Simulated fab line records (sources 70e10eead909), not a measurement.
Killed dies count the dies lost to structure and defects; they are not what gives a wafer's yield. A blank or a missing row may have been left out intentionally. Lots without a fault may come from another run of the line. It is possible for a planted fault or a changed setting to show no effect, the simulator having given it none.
Chamber matching    flow nand harc    NHARC_A_CHANNEL_FILL_D2_CMP_10 on cmp-02 has 4 sister chambers
The step polishes, target thk 150 nm. 4 wafers are shown with their chamber, then 9 later ones without.

== WAFERS WITH THEIR CHAMBER ==
wafer   chamber  motor current A (A)
L080.4  0        11.7
L086.2  1        11.8
L086.3  2        13.2
L086.5  3        12.2

== WAFERS WHOSE CHAMBER IS MISSING ==
wafer   motor current A (A)
L088.1  11.6
L088.4  12.0
L088.5  12.0
L090.2  11.7
L090.3  13.7
L090.6  13.4
L097.3  11.6
L097.5  11.9
L097.6  13.0

== EACH ONE'S CHAMBER ==
wafer   from the rows above           in truth
L088.1  can't be placed: 0 or 1       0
L088.4  can't be placed: 1 or 3 or 0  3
L088.5  can't be placed: 1 or 3 or 0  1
L090.2  can't be placed: 0 or 1       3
L090.3  2                             2
L090.6  2                             2
L097.3  can't be placed: 0 or 1       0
L097.5  can't be placed: 1 or 0 or 3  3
L097.6  2                             2
3 of 9 placed correctly. Can't be placed from these rows: 6 (the true chamber is among the candidates in 5). 0 placed wrongly.
How it was worked out, from the rows above alone: a wafer's distance from a chamber is the root of the sum, over the readings, of the square of ((its reading less the chamber's mean) divided by the reading's scatter). If the next closest chamber is less than 2 further off than the closest, the wafer can't be placed; otherwise it belongs to the closest. For every chamber, the mean is computed from those of its wafers that are shown. The scatter: with one shown wafer a chamber, the root of the mean of the squares of how far each hidden wafer lies from its nearest shown one.
